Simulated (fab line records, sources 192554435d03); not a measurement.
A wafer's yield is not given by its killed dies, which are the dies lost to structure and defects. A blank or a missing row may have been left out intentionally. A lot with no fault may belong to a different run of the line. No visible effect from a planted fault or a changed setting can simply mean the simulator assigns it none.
Matching of chambers	flow n5_finfet	N5_BEOL_M5_PECVD_70 on pecvd-03 has 3 sister chambers
The step deposits SiO2 from TEOS/O2, target thk 16 nm, time 18 s. 3 wafers are shown with their chamber, then 8 later ones without.

## WAFERS PAIRED WITH THEIR CHAMBERS
wafer	chamber	showerhead_plenum_p_Torr (Torr)
L086.3	1	8.84
L086.4	2	8.84
L090.2	0	8.77

## WAFERS MISSING THEIR CHAMBER
wafer	showerhead_plenum_p_Torr (Torr)
L090.5	8.76
L090.6	8.83
L095.4	8.84
L095.5	8.76
L095.6	8.85
L096.1	8.84
L096.2	8.76
L096.6	8.76

## WHICH CHAMBER EACH ONE RAN IN
wafer	from the rows above	in truth
L090.5	0	0
L090.6	can't be placed: 1 or 2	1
L095.4	can't be placed: 1 or 2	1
L095.5	0	0
L095.6	can't be placed: 1 or 2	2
L096.1	can't be placed: 1 or 2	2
L096.2	0	0
L096.6	0	0
4 of 8 placed correctly. Cannot be placed on the basis of these rows: 4; the candidates contain the true chamber in 4. 0 placed wrongly.
How it was worked out, from the rows above alone: a wafer's distance from a chamber is the root of the sum, over the readings, of the square of ((its reading less the chamber's mean) divided by the reading's scatter). If the next closest chamber is less than 2 further off than the closest, the wafer can't be placed; otherwise it belongs to the closest. A chamber's mean is the mean of its shown wafers. The scatter: root of mean squared gap, hidden wafer to nearest shown wafer, with one shown wafer a chamber.
